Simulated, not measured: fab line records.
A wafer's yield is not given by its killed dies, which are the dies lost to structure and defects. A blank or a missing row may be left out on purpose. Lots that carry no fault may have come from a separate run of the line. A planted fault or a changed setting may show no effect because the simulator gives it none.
Which of the tools did it? :: flow n5-finfet :: 72 wafers from 24 lots sampled at 6 of the route's 1938 steps

== WHAT THE GAUGES READ, wafer by wafer ==
N5_BEOL_M10_OVL_MEAS_12. Usual: M10_OVL gives 0.0 nm (standard deviation 0.67).
lot: L074
measured: day 11 20:34
on: overlay-01
M10_OVL (nm): -0.8 -1.7 -0.2
flag: 

lot: L076
measured: day 12 10:09
on: overlay-02
M10_OVL (nm): -1.7 -0.4 -1.3
flag: 

lot: L077
measured: day 12 23:24
on: overlay-01
M10_OVL (nm): -0.1 0.5 0.3
flag: 

lot: L075
measured: day 13 03:32
on: overlay-02
M10_OVL (nm): -1.2 -0.7 -0.7
flag: 

lot: L078
measured: day 13 07:32
on: overlay-01
M10_OVL (nm): -1.0 -0.4 -1.0
flag: 

lot: L079
measured: day 13 12:01
on: overlay-02
M10_OVL (nm): 0.4 0.7 0.1
flag: 

lot: L080
measured: day 13 23:49
on: overlay-02
M10_OVL (nm): -1.0 -0.8 -0.2
flag: 

lot: L081
measured: day 14 07:40
on: overlay-01
M10_OVL (nm): 0.2 0.0 0.1
flag: 

lot: L084
measured: day 14 10:44
on: overlay-01
M10_OVL (nm): -0.8 0.2 0.3
flag: 

lot: L082
measured: day 14 14:52
on: overlay-02
M10_OVL (nm): -0.3 -0.1 0.5
flag: 

lot: L083
measured: day 14 19:04
on: overlay-02
M10_OVL (nm): 1.5 -0.2 0.8
flag: 

lot: L087
measured: day 14 23:10
on: overlay-01
M10_OVL (nm): 0.1 -0.3 -1.5
flag: 

lot: L085
measured: day 14 23:44
on: overlay-01
M10_OVL (nm): -0.2 -0.1 0.4
flag: 

lot: L086
measured: day 15 21:20
on: overlay-01
M10_OVL (nm): -0.3 0.0 0.4
flag: 

lot: L090
measured: day 16 05:26
on: overlay-02
M10_OVL (nm): -1.1 -0.5 0.8
flag: 

lot: L089
measured: day 16 06:10
on: overlay-02
M10_OVL (nm): 0.6 0.0 0.5
flag: 

lot: L088
measured: day 16 09:54
on: overlay-01
M10_OVL (nm): 0.9 0.5 1.3
flag: 

lot: L092
measured: day 16 23:41
on: overlay-01
M10_OVL (nm): 0.8 -0.3 0.3
flag: 

lot: L091
measured: day 17 02:58
on: overlay-01
M10_OVL (nm): 0.1 1.1 -0.2
flag: 

lot: L093
measured: day 17 11:28
on: overlay-01
M10_OVL (nm): 0.6 0.7 0.2
flag: 

lot: L095
measured: day 17 15:45
on: overlay-02
M10_OVL (nm): -0.6 -0.1 -0.6
flag: 

lot: L094
measured: day 17 16:28
on: overlay-02
M10_OVL (nm): 0.2 -0.8 0.5
flag: 

lot: L096
measured: day 17 17:26
on: overlay-01
M10_OVL (nm): -0.4 -0.1 0.0
flag: 

lot: L097
measured: day 18 00:22
on: overlay-01
M10_OVL (nm): -0.3 -0.7 0.3
flag: 

N5_BEOL_M12_CD_MEAS_17: the cd target is 140 nm. Usual: 140.0 nm for cd-nm, sd 2.2.
lot: L074
measured: day 12 12:22
on: cd-sem-03
cd-nm (nm): 135.3 136.1 138.2
flag: 

lot: L076
measured: day 13 01:00
on: cd-sem-02
cd-nm (nm): 140.2 136.2 137.8
flag: 

lot: L077
measured: day 13 15:32
on: cd-sem-02
cd-nm (nm): 140.8 139.6 139.6
flag: 

lot: L075
measured: day 13 19:09
on: cd-sem-01
cd-nm (nm): 139.5 140.0 140.7
flag: 

lot: L078
measured: day 14 01:16
on: cd-sem-03
cd-nm (nm): 139.4 139.5 140.3
flag: 

lot: L079
measured: day 14 02:35
on: cd-sem-02
cd-nm (nm): 140.3 144.1 142.2
flag: 

lot: L080
measured: day 14 13:57
on: cd-sem-03
cd-nm (nm): 140.7 138.7 142.0
flag: 

lot: L081
measured: day 14 22:54
on: cd-sem-02
cd-nm (nm): 138.6 139.0 135.5
flag: 

lot: L084
measured: day 15 01:39
on: cd-sem-03
cd-nm (nm): 136.8 140.0 138.2
flag: 

lot: L082
measured: day 15 05:19
on: cd-sem-02
cd-nm (nm): 139.3 139.1 140.3
flag: 

lot: L083
measured: day 15 10:28
on: cd-sem-02
cd-nm (nm): 142.8 142.4 139.3
flag: 

lot: L087
measured: day 15 17:40
on: cd-sem-03
cd-nm (nm): 139.9 139.6 142.8
flag: 

lot: L085
measured: day 15 16:08
on: cd-sem-03
cd-nm (nm): 141.2 140.3 142.8
flag: 

lot: L086
measured: day 16 13:04
on: cd-sem-02
cd-nm (nm): 139.8 141.2 141.8
flag: 

lot: L090
measured: day 17 00:27
on: cd-sem-03
cd-nm (nm): 139.4 143.5 141.8
flag: 

lot: L089
measured: day 17 01:14
on: cd-sem-01
cd-nm (nm): 139.6 142.4 140.6
flag: 

lot: L088
measured: day 17 03:04
on: cd-sem-01
cd-nm (nm): 138.0 141.0 138.0
flag: 

lot: L092
measured: day 17 16:49
on: cd-sem-01
cd-nm (nm): 140.6 135.8 139.6
flag: 

lot: L091
measured: day 17 18:34
on: cd-sem-03
cd-nm (nm): 139.2 143.7 141.2
flag: 

lot: L093
measured: day 17 23:48
on: cd-sem-03
cd-nm (nm): 137.0 138.2 139.9
flag: 

lot: L095
measured: day 18 06:56
on: cd-sem-03
cd-nm (nm): 142.3 142.0 142.7
flag: 

lot: L094
measured: day 18 07:46
on: cd-sem-01
cd-nm (nm): 143.6 142.1 141.4
flag: 

lot: L096
measured: day 18 08:04
on: cd-sem-03
cd-nm (nm): 141.0 138.3 139.5
flag: 

lot: L097
measured: day 18 17:38
on: cd-sem-02
cd-nm (nm): 139.5 137.9 140.7
flag: 

== WHICH TOOL RAN EACH LOT (tool, then ch and the chambers of the sampled wafers, then the start) ==
lot: L074
N5_BEOL_M10_CURE_71: uv-cure-01 ch 0, day 11 18:58
N5_BEOL_M10_DEP_56: pecvd-01 ch 0,1,2, day 12 02:23
N5_BEOL_M11_PRE_CLEAN_45: pvd-sputter-03, day 12 08:36
N5_BEOL_M12_STRIP_63: plasma-asher-02 ch 0,1, day 12 12:09

lot: L076
N5_BEOL_M10_CURE_71: uv-cure-02 ch 2, day 12 09:01
N5_BEOL_M10_DEP_56: pecvd-02 ch 0,1, day 12 15:32
N5_BEOL_M11_PRE_CLEAN_45: pvd-sputter-03, day 12 21:46
N5_BEOL_M12_STRIP_63: plasma-asher-01 ch 0,1, day 13 00:47

lot: L077
N5_BEOL_M10_CURE_71: uv-cure-02 ch 2, day 12 20:07
N5_BEOL_M10_DEP_56: pecvd-01 ch 0,2, day 13 05:29
N5_BEOL_M11_PRE_CLEAN_45: pvd-sputter-01, day 13 12:18
N5_BEOL_M12_STRIP_63: plasma-asher-01 ch 0, day 13 15:20

lot: L075
N5_BEOL_M10_CURE_71: uv-cure-03 ch 2, day 13 01:29
N5_BEOL_M10_DEP_56: pecvd-01 ch 0,2, day 13 09:12
N5_BEOL_M11_PRE_CLEAN_45: pvd-sputter-01, day 13 16:04
N5_BEOL_M12_STRIP_63: plasma-asher-01 ch 0,1, day 13 18:56

lot: L078
N5_BEOL_M10_CURE_71: uv-cure-01 ch 1, day 13 05:41
N5_BEOL_M10_DEP_56: pecvd-03 ch 0,1,2, day 13 16:44
N5_BEOL_M11_PRE_CLEAN_45: pvd-sputter-03, day 13 21:58
N5_BEOL_M12_STRIP_63: plasma-asher-02 ch 0,1, day 14 01:04

lot: L079
N5_BEOL_M10_CURE_71: uv-cure-02 ch 1, day 13 09:10
N5_BEOL_M10_DEP_56: pecvd-01 ch 0,1,2, day 13 17:14
N5_BEOL_M11_PRE_CLEAN_45: pvd-sputter-02, day 13 23:17
N5_BEOL_M12_STRIP_63: plasma-asher-01 ch 0,1, day 14 02:23

lot: L080
N5_BEOL_M10_CURE_71: uv-cure-03 ch 2, day 13 21:51
N5_BEOL_M10_DEP_56: pecvd-03 ch 0,1,2, day 14 06:01
N5_BEOL_M11_PRE_CLEAN_45: pvd-sputter-01, day 14 10:45
N5_BEOL_M12_STRIP_63: plasma-asher-02 ch 1, day 14 13:44

lot: L081
N5_BEOL_M10_CURE_71: uv-cure-02 ch 0, day 14 05:58
N5_BEOL_M10_DEP_56: pecvd-01 ch 0,2, day 14 12:17
N5_BEOL_M11_PRE_CLEAN_45: pvd-sputter-03, day 14 19:31
N5_BEOL_M12_STRIP_63: plasma-asher-01 ch 0,1, day 14 22:41

lot: L084
N5_BEOL_M10_CURE_71: uv-cure-01 ch 2, day 14 08:55
N5_BEOL_M10_DEP_56: pecvd-02 ch 0,1,2, day 14 16:28
N5_BEOL_M11_PRE_CLEAN_45: pvd-sputter-01, day 14 22:55
N5_BEOL_M12_STRIP_63: plasma-asher-02 ch 0,1, day 15 01:27

lot: L082
N5_BEOL_M10_CURE_71: uv-cure-02 ch 0, day 14 12:04
N5_BEOL_M10_DEP_56: pecvd-02 ch 0,1,2, day 14 21:40
N5_BEOL_M11_PRE_CLEAN_45: pvd-sputter-03, day 15 02:28
N5_BEOL_M12_STRIP_63: plasma-asher-01 ch 0,1, day 15 05:05

lot: L083
N5_BEOL_M10_CURE_71: uv-cure-03 ch 1, day 14 16:30
N5_BEOL_M10_DEP_56: pecvd-02 ch 0,2, day 15 00:42
N5_BEOL_M11_PRE_CLEAN_45: pvd-sputter-02, day 15 07:29
N5_BEOL_M12_STRIP_63: plasma-asher-02 ch 1, day 15 10:16

lot: L087
N5_BEOL_M10_CURE_71: uv-cure-01 ch 1, day 14 21:35
N5_BEOL_M10_DEP_56: pecvd-01 ch 0,1,2, day 15 04:37
N5_BEOL_M11_PRE_CLEAN_45: pvd-sputter-02, day 15 13:35
N5_BEOL_M12_STRIP_63: plasma-asher-01 ch 0,1, day 15 17:28

lot: L085
N5_BEOL_M10_CURE_71: uv-cure-02 ch 0, day 14 22:23
N5_BEOL_M10_DEP_56: pecvd-03 ch 0,2, day 15 05:01
N5_BEOL_M11_PRE_CLEAN_45: pvd-sputter-02, day 15 12:46
N5_BEOL_M12_STRIP_63: plasma-asher-01 ch 0,1, day 15 15:56

lot: L086
N5_BEOL_M10_CURE_71: uv-cure-01 ch 2, day 15 17:59
N5_BEOL_M10_DEP_56: pecvd-02 ch 0,2, day 16 02:54
N5_BEOL_M11_PRE_CLEAN_45: pvd-sputter-03, day 16 10:01
N5_BEOL_M12_STRIP_63: plasma-asher-02 ch 0,1, day 16 12:52

lot: L090
N5_BEOL_M10_CURE_71: uv-cure-03 ch 1, day 16 03:49
N5_BEOL_M10_DEP_56: pecvd-03 ch 0,2, day 16 12:09
N5_BEOL_M11_PRE_CLEAN_45: pvd-sputter-03, day 16 19:34
N5_BEOL_M12_STRIP_63: plasma-asher-02 ch 0,1, day 17 00:16

lot: L089
N5_BEOL_M10_CURE_71: uv-cure-02 ch 1, day 16 04:41
N5_BEOL_M10_DEP_56: pecvd-03 ch 0,1, day 16 11:34
N5_BEOL_M11_PRE_CLEAN_45: pvd-sputter-01, day 16 22:33
N5_BEOL_M12_STRIP_63: plasma-asher-01 ch 0,1, day 17 01:01

lot: L088
N5_BEOL_M10_CURE_71: uv-cure-03 ch 1, day 16 06:57
N5_BEOL_M10_DEP_56: pecvd-03 ch 0,2, day 16 16:13
N5_BEOL_M11_PRE_CLEAN_45: pvd-sputter-01, day 16 23:35
N5_BEOL_M12_STRIP_63: plasma-asher-01 ch 1, day 17 02:51

lot: L092
N5_BEOL_M10_CURE_71: uv-cure-02 ch 1, day 16 20:48
N5_BEOL_M10_DEP_56: pecvd-01 ch 0,2, day 17 05:58
N5_BEOL_M11_PRE_CLEAN_45: pvd-sputter-03, day 17 13:23
N5_BEOL_M12_STRIP_63: plasma-asher-01 ch 0,1, day 17 16:36

lot: L091
N5_BEOL_M10_CURE_71: uv-cure-03 ch 1, day 17 01:35
N5_BEOL_M10_DEP_56: pecvd-03 ch 0,1,2, day 17 09:36
N5_BEOL_M11_PRE_CLEAN_45: pvd-sputter-03, day 17 15:05
N5_BEOL_M12_STRIP_63: plasma-asher-02 ch 0,1, day 17 18:21

lot: L093
N5_BEOL_M10_CURE_71: uv-cure-02 ch 0, day 17 10:00
N5_BEOL_M10_DEP_56: pecvd-01 ch 0,1,2, day 17 15:45
N5_BEOL_M11_PRE_CLEAN_45: pvd-sputter-02, day 17 20:47
N5_BEOL_M12_STRIP_63: plasma-asher-02 ch 0,1, day 17 23:35

lot: L095
N5_BEOL_M10_CURE_71: uv-cure-03 ch 2, day 17 13:42
N5_BEOL_M10_DEP_56: pecvd-03 ch 0,1,2, day 17 21:10
N5_BEOL_M11_PRE_CLEAN_45: pvd-sputter-01, day 18 04:09
N5_BEOL_M12_STRIP_63: plasma-asher-02 ch 0,1, day 18 06:44

lot: L094
N5_BEOL_M10_CURE_71: uv-cure-02 ch 1, day 17 14:12
N5_BEOL_M10_DEP_56: pecvd-01 ch 1,2, day 17 22:14
N5_BEOL_M11_PRE_CLEAN_45: pvd-sputter-02, day 18 04:46
N5_BEOL_M12_STRIP_63: plasma-asher-01 ch 0,1, day 18 07:34

lot: L096
N5_BEOL_M10_CURE_71: uv-cure-02 ch 0, day 17 16:07
N5_BEOL_M10_DEP_56: pecvd-01 ch 1,2, day 17 22:46
N5_BEOL_M11_PRE_CLEAN_45: pvd-sputter-01, day 18 05:23
N5_BEOL_M12_STRIP_63: plasma-asher-01 ch 0,1, day 18 07:51

lot: L097
N5_BEOL_M10_CURE_71: uv-cure-01 ch 2, day 17 20:59
N5_BEOL_M10_DEP_56: pecvd-03 ch 0,1,2, day 18 05:43
N5_BEOL_M11_PRE_CLEAN_45: pvd-sputter-01, day 18 14:35
N5_BEOL_M12_STRIP_63: plasma-asher-01 ch 1, day 18 17:26
- N5_BEOL_M10_CURE_71: cures SiCOH lowk, time 240 s.
- N5_BEOL_M10_DEP_56: deposits SiCN from 3MS/NH3, target thk 15 nm, time 26.5 s.
- N5_BEOL_M11_PRE_CLEAN_45: time 30 s.
- N5_BEOL_M12_STRIP_63: strips in N2/H2.

== AS READ BY THE TOOLS THEMSELVES (means over the sampled wafers that have a number; for cases with no such wafer, the mark the record gives instead) ==
N5_BEOL_M10_CURE_71. Usual: lamp-power-pct 52.32 %, standard deviation 0.054; wafer_temp_C_max 387.1, standard deviation 0.8.
lot: L074
tool: uv-cure-01
lamp-power-pct (%): 52.38
wafer_temp_C_max: 386.5
flag: 

lot: L076
tool: uv-cure-02
lamp-power-pct (%): 52.33
wafer_temp_C_max: 386.0
flag: 

lot: L077
tool: uv-cure-02
lamp-power-pct (%): 52.30
wafer_temp_C_max: 386.4
flag: 

lot: L075
tool: uv-cure-03
lamp-power-pct (%): 52.30
wafer_temp_C_max: 386.2
flag: 

lot: L078
tool: uv-cure-01
lamp-power-pct (%): 52.34
wafer_temp_C_max: 386.7
flag: 

lot: L079
tool: uv-cure-02
lamp-power-pct (%): 52.33
wafer_temp_C_max: 388.2
flag: 

lot: L080
tool: uv-cure-03
lamp-power-pct (%): 52.32
wafer_temp_C_max: 386.8
flag: 

lot: L081
tool: uv-cure-02
lamp-power-pct (%): 52.35
wafer_temp_C_max: 386.6
flag: 

lot: L084
tool: uv-cure-01
lamp-power-pct (%): 52.28
wafer_temp_C_max: 387.1
flag: 

lot: L082
tool: uv-cure-02
lamp-power-pct (%): 52.29
wafer_temp_C_max: 386.6
flag: 

lot: L083
tool: uv-cure-03
lamp-power-pct (%): 52.30
wafer_temp_C_max: 388.2
flag: 

lot: L087
tool: uv-cure-01
lamp-power-pct (%): 52.30
wafer_temp_C_max: 386.9
flag: 

lot: L085
tool: uv-cure-02
lamp-power-pct (%): 52.29
wafer_temp_C_max: 386.6
flag: 

lot: L086
tool: uv-cure-01
lamp-power-pct (%): 52.35
wafer_temp_C_max: 387.2
flag: 

lot: L090
tool: uv-cure-03
lamp-power-pct (%): 52.32
wafer_temp_C_max: 388.1
flag: 

lot: L089
tool: uv-cure-02
lamp-power-pct (%): 52.30
wafer_temp_C_max: 387.7
flag: 

lot: L088
tool: uv-cure-03
lamp-power-pct (%): 52.35
wafer_temp_C_max: 388.5
flag: 

lot: L092
tool: uv-cure-02
lamp-power-pct (%): 52.31
wafer_temp_C_max: 387.6
flag: 

lot: L091
tool: uv-cure-03
lamp-power-pct (%): 52.30
wafer_temp_C_max: 388.1
flag: 

lot: L093
tool: uv-cure-02
lamp-power-pct (%): 52.35
wafer_temp_C_max: 386.8
flag: 

lot: L095
tool: uv-cure-03
lamp-power-pct (%): 52.33
wafer_temp_C_max: 386.2
flag: 

lot: L094
tool: uv-cure-02
lamp-power-pct (%): 52.41
wafer_temp_C_max: 387.9
flag: 

lot: L096
tool: uv-cure-02
lamp-power-pct (%): 52.32
wafer_temp_C_max: 386.9
flag: 

lot: L097
tool: uv-cure-01
lamp-power-pct (%): 52.31
wafer_temp_C_max: 386.9
flag: 

N5_BEOL_M10_DEP_56. Usual: showerhead-plenum-p-Torr 3.674 Torr, standard deviation 0.017; throttle-valve-pct 9.1 %, standard deviation 0.59.
lot: L074
tool: pecvd-01
showerhead-plenum-p-Torr (Torr): 3.680
throttle-valve-pct (%): 9.0
flag: 

lot: L076
tool: pecvd-02
showerhead-plenum-p-Torr (Torr): 3.650
throttle-valve-pct (%): 8.9
flag: 

lot: L077
tool: pecvd-01
showerhead-plenum-p-Torr (Torr): 3.676
throttle-valve-pct (%): 8.4
flag: 

lot: L075
tool: pecvd-01
showerhead-plenum-p-Torr (Torr): 3.678
throttle-valve-pct (%): 8.5
flag: 

lot: L078
tool: pecvd-03
showerhead-plenum-p-Torr (Torr): 3.662
throttle-valve-pct (%): 9.0
flag: 

lot: L079
tool: pecvd-01
showerhead-plenum-p-Torr (Torr): 3.683
throttle-valve-pct (%): 8.8
flag: 

lot: L080
tool: pecvd-03
showerhead-plenum-p-Torr (Torr): 3.664
throttle-valve-pct (%): 9.1
flag: 

lot: L081
tool: pecvd-01
showerhead-plenum-p-Torr (Torr): 3.672
throttle-valve-pct (%): 8.6
flag: 

lot: L084
tool: pecvd-02
showerhead-plenum-p-Torr (Torr): 3.666
throttle-valve-pct (%): 9.0
flag: 

lot: L082
tool: pecvd-02
showerhead-plenum-p-Torr (Torr): 3.663
throttle-valve-pct (%): 9.0
flag: 

lot: L083
tool: pecvd-02
showerhead-plenum-p-Torr (Torr): 3.676
throttle-valve-pct (%): 9.4
flag: 

lot: L087
tool: pecvd-01
showerhead-plenum-p-Torr (Torr): 3.682
throttle-valve-pct (%): 8.9
flag: 

lot: L085
tool: pecvd-03
showerhead-plenum-p-Torr (Torr): 3.665
throttle-valve-pct (%): 8.9
flag: 

lot: L086
tool: pecvd-02
showerhead-plenum-p-Torr (Torr): 3.672
throttle-valve-pct (%): 9.2
flag: 

lot: L090
tool: pecvd-03
showerhead-plenum-p-Torr (Torr): 3.679
throttle-valve-pct (%): 8.6
flag: 

lot: L089
tool: pecvd-03
showerhead-plenum-p-Torr (Torr): 3.657
throttle-valve-pct (%): 9.2
flag: 

lot: L088
tool: pecvd-03
showerhead-plenum-p-Torr (Torr): 3.660
throttle-valve-pct (%): 8.9
flag: 

lot: L092
tool: pecvd-01
showerhead-plenum-p-Torr (Torr): 3.674
throttle-valve-pct (%): 8.7
flag: 

lot: L091
tool: pecvd-03
showerhead-plenum-p-Torr (Torr): 3.662
throttle-valve-pct (%): 9.0
flag: 

lot: L093
tool: pecvd-01
showerhead-plenum-p-Torr (Torr): 3.685
throttle-valve-pct (%): 9.1
flag: 

lot: L095
tool: pecvd-03
showerhead-plenum-p-Torr (Torr): 3.667
throttle-valve-pct (%): 9.0
flag: 

lot: L094
tool: pecvd-01
showerhead-plenum-p-Torr (Torr): 3.688
throttle-valve-pct (%): 8.9
flag: 

lot: L096
tool: pecvd-01
showerhead-plenum-p-Torr (Torr): 3.693
throttle-valve-pct (%): 9.5
flag: 

lot: L097
tool: pecvd-03
showerhead-plenum-p-Torr (Torr): 3.662
throttle-valve-pct (%): 9.2
flag: 

N5_BEOL_M11_PRE_CLEAN_45. Usual: heater-power-w 313 W, standard deviation 36; susceptor-temp-C 249.98 C, standard deviation 0.18.
lot: L074
tool: pvd-sputter-03
heater-power-w (W): 305
susceptor-temp-C (C): 249.92
flag: 

lot: L076
tool: pvd-sputter-03
heater-power-w (W): 318
susceptor-temp-C (C): 249.99
flag: 

lot: L077
tool: pvd-sputter-01
heater-power-w (W): 334
susceptor-temp-C (C): 249.95
flag: 

lot: L075
tool: pvd-sputter-01
heater-power-w (W): 323
susceptor-temp-C (C): 249.79
flag: 

lot: L078
tool: pvd-sputter-03
heater-power-w (W): 298
susceptor-temp-C (C): 250.07
flag: 

lot: L079
tool: pvd-sputter-02
heater-power-w (W): 334
susceptor-temp-C (C): 250.05
flag: 

lot: L080
tool: pvd-sputter-01
heater-power-w (W): 334
susceptor-temp-C (C): 249.86
flag: 

lot: L081
tool: pvd-sputter-03
heater-power-w (W): 301
susceptor-temp-C (C): 249.93
flag: 

lot: L084
tool: pvd-sputter-01
heater-power-w (W): 311
susceptor-temp-C (C): 249.91
flag: 

lot: L082
tool: pvd-sputter-03
heater-power-w (W): 298
susceptor-temp-C (C): 250.02
flag: 

lot: L083
tool: pvd-sputter-02
heater-power-w (W): 328
susceptor-temp-C (C): 250.15
flag: 

lot: L087
tool: pvd-sputter-02
heater-power-w (W): 297
susceptor-temp-C (C): 250.27
flag: 

lot: L085
tool: pvd-sputter-02
heater-power-w (W): 331
susceptor-temp-C (C): 250.14
flag: 

lot: L086
tool: pvd-sputter-03
heater-power-w (W): 299
susceptor-temp-C (C): 250.10
flag: 

lot: L090
tool: pvd-sputter-03
heater-power-w (W): 271
susceptor-temp-C (C): 249.97
flag: 

lot: L089
tool: pvd-sputter-01
heater-power-w (W): 328
susceptor-temp-C (C): 250.19
flag: 

lot: L088
tool: pvd-sputter-01
heater-power-w (W): 340
susceptor-temp-C (C): 249.75
flag: 

lot: L092
tool: pvd-sputter-03
heater-power-w (W): 323
susceptor-temp-C (C): 249.75
flag: 

lot: L091
tool: pvd-sputter-03
heater-power-w (W): 276
susceptor-temp-C (C): 249.98
flag: 

lot: L093
tool: pvd-sputter-02
heater-power-w (W): 332
susceptor-temp-C (C): 250.15
flag: 

lot: L095
tool: pvd-sputter-01
heater-power-w (W): 313
susceptor-temp-C (C): 250.06
flag: 

lot: L094
tool: pvd-sputter-02
heater-power-w (W): 314
susceptor-temp-C (C): 250.19
flag: 

lot: L096
tool: pvd-sputter-01
heater-power-w (W): 328
susceptor-temp-C (C): 249.93
flag: 

lot: L097
tool: pvd-sputter-01
heater-power-w (W): 332
susceptor-temp-C (C): 249.94
flag: 

N5_BEOL_M12_STRIP_63. Usual: chamber-pressure-mTorr 1000.0 mTorr, standard deviation 0.89; drypump-motor-current-A 5.89 A, standard deviation 0.19; heater-power-w 331 W, standard deviation 30; oes-product-au 0.694 a.u., standard deviation 0.0046; strip-time-to-endpoint-s 43.0 s, standard deviation 0.76.
lot: L074
tool: plasma-asher-02
chamber-pressure-mTorr (mTorr): 999.8
drypump-motor-current-A (A): 5.93
heater-power-w (W): 329
oes-product-au (a.u.): 0.694
strip-time-to-endpoint-s (s): 43.0
flag: 

lot: L076
tool: plasma-asher-01
chamber-pressure-mTorr (mTorr): 999.6
drypump-motor-current-A (A): 5.87
heater-power-w (W): 317
oes-product-au (a.u.): 0.696
strip-time-to-endpoint-s (s): 41.7
flag: 

lot: L077
tool: plasma-asher-01
chamber-pressure-mTorr (mTorr): 999.7
drypump-motor-current-A (A): 6.03
heater-power-w (W): 341
oes-product-au (a.u.): 0.694
strip-time-to-endpoint-s (s): 43.1
flag: 

lot: L075
tool: plasma-asher-01
chamber-pressure-mTorr (mTorr): 999.8
drypump-motor-current-A (A): 5.93
heater-power-w (W): 333
oes-product-au (a.u.): 0.689
strip-time-to-endpoint-s (s): 42.7
flag: 

lot: L078
tool: plasma-asher-02
chamber-pressure-mTorr (mTorr): 1000.6
drypump-motor-current-A (A): 5.94
heater-power-w (W): 325
oes-product-au (a.u.): 0.696
strip-time-to-endpoint-s (s): 43.1
flag: 

lot: L079
tool: plasma-asher-01
chamber-pressure-mTorr (mTorr): 1000.2
drypump-motor-current-A (A): 5.85
heater-power-w (W): 314
oes-product-au (a.u.): 0.693
strip-time-to-endpoint-s (s): 42.4
flag: 

lot: L080
tool: plasma-asher-02
chamber-pressure-mTorr (mTorr): 999.5
drypump-motor-current-A (A): 5.60
heater-power-w (W): 374
oes-product-au (a.u.): 0.697
strip-time-to-endpoint-s (s): 42.8
flag: 

lot: L081
tool: plasma-asher-01
chamber-pressure-mTorr (mTorr): 1000.2
drypump-motor-current-A (A): 5.86
heater-power-w (W): 315
oes-product-au (a.u.): 0.695
strip-time-to-endpoint-s (s): 43.5
flag: 

lot: L084
tool: plasma-asher-02
chamber-pressure-mTorr (mTorr): 1000.3
drypump-motor-current-A (A): 5.79
heater-power-w (W): 356
oes-product-au (a.u.): 0.692
strip-time-to-endpoint-s (s): 43.0
flag: 

lot: L082
tool: plasma-asher-01
chamber-pressure-mTorr (mTorr): 999.9
drypump-motor-current-A (A): 5.96
heater-power-w (W): 337
oes-product-au (a.u.): 0.690
strip-time-to-endpoint-s (s): 42.7
flag: 

lot: L083
tool: plasma-asher-02
chamber-pressure-mTorr (mTorr): 1000.6
drypump-motor-current-A (A): 5.62
heater-power-w (W): 375
oes-product-au (a.u.): 0.694
strip-time-to-endpoint-s (s): 43.1
flag: 

lot: L087
tool: plasma-asher-01
chamber-pressure-mTorr (mTorr): 1000.6
drypump-motor-current-A (A): 5.94
heater-power-w (W): 330
oes-product-au (a.u.): 0.699
strip-time-to-endpoint-s (s): 43.1
flag: 

lot: L085
tool: plasma-asher-01
chamber-pressure-mTorr (mTorr): 999.2
drypump-motor-current-A (A): 5.88
heater-power-w (W): 319
oes-product-au (a.u.): 0.695
strip-time-to-endpoint-s (s): 43.2
flag: 

lot: L086
tool: plasma-asher-02
chamber-pressure-mTorr (mTorr): 1000.1
drypump-motor-current-A (A): 5.80
heater-power-w (W): 353
oes-product-au (a.u.): 0.696
strip-time-to-endpoint-s (s): 42.8
flag: 

lot: L090
tool: plasma-asher-02
chamber-pressure-mTorr (mTorr): 1000.0
drypump-motor-current-A (A): 5.95
heater-power-w (W): 330
oes-product-au (a.u.): 0.694
strip-time-to-endpoint-s (s): 42.9
flag: 

lot: L089
tool: plasma-asher-01
chamber-pressure-mTorr (mTorr): 999.9
drypump-motor-current-A (A): 5.94
heater-power-w (W): 332
oes-product-au (a.u.): 0.699
strip-time-to-endpoint-s (s): 43.0
flag: 

lot: L088
tool: plasma-asher-01
chamber-pressure-mTorr (mTorr): 999.7
drypump-motor-current-A (A): 5.79
heater-power-w (W): 302
oes-product-au (a.u.): 0.695
strip-time-to-endpoint-s (s): 42.9
flag: 

lot: L092
tool: plasma-asher-01
chamber-pressure-mTorr (mTorr): 1000.4
drypump-motor-current-A (A): 5.95
heater-power-w (W): 328
oes-product-au (a.u.): 0.697
strip-time-to-endpoint-s (s): 44.3
flag: 

lot: L091
tool: plasma-asher-02
chamber-pressure-mTorr (mTorr): 999.4
drypump-motor-current-A (A): 5.97
heater-power-w (W): 331
oes-product-au (a.u.): 0.695
strip-time-to-endpoint-s (s): 43.1
flag: 

lot: L093
tool: plasma-asher-02
chamber-pressure-mTorr (mTorr): 1000.6
drypump-motor-current-A (A): 5.97
heater-power-w (W): 332
oes-product-au (a.u.): 0.694
strip-time-to-endpoint-s (s): 42.8
flag: 

lot: L095
tool: plasma-asher-02
chamber-pressure-mTorr (mTorr): 1000.4
drypump-motor-current-A (A): 5.98
heater-power-w (W): 332
oes-product-au (a.u.): 0.695
strip-time-to-endpoint-s (s): 42.3
flag: 

lot: L094
tool: plasma-asher-01
chamber-pressure-mTorr (mTorr): 999.3
drypump-motor-current-A (A): 5.86
heater-power-w (W): 320
oes-product-au (a.u.): 0.695
strip-time-to-endpoint-s (s): 42.2
flag: 

lot: L096
tool: plasma-asher-01
chamber-pressure-mTorr (mTorr): 1000.1
drypump-motor-current-A (A): 5.88
heater-power-w (W): 315
oes-product-au (a.u.): 0.691
strip-time-to-endpoint-s (s): 43.3
flag: 

lot: L097
tool: plasma-asher-01
chamber-pressure-mTorr (mTorr): 1000.6
drypump-motor-current-A (A): 5.77
heater-power-w (W): 301
oes-product-au (a.u.): 0.692
strip-time-to-endpoint-s (s): 43.7
flag: 

== THE ANSWER, worked out from the rows above alone ==
Rule: take the mean of a lot's wafers that have a number; if it is more than 3 standard deviations from the usual mean, the lot is off. Also off: a lot with no number at a reading for which 4 or more lots have one. Any other lot the step has rows for is counted as sound. First the gauges in route order, then the tools' own readings, where a lot's mean is used as printed above. At the first step where some lot is off, the reading lying furthest off is the one used; lots without a number count as furthest.
No lot is off on any of the readings shown, so nothing can be concluded from this.

== WHAT THE SIMULATOR HAD PUT IN ==
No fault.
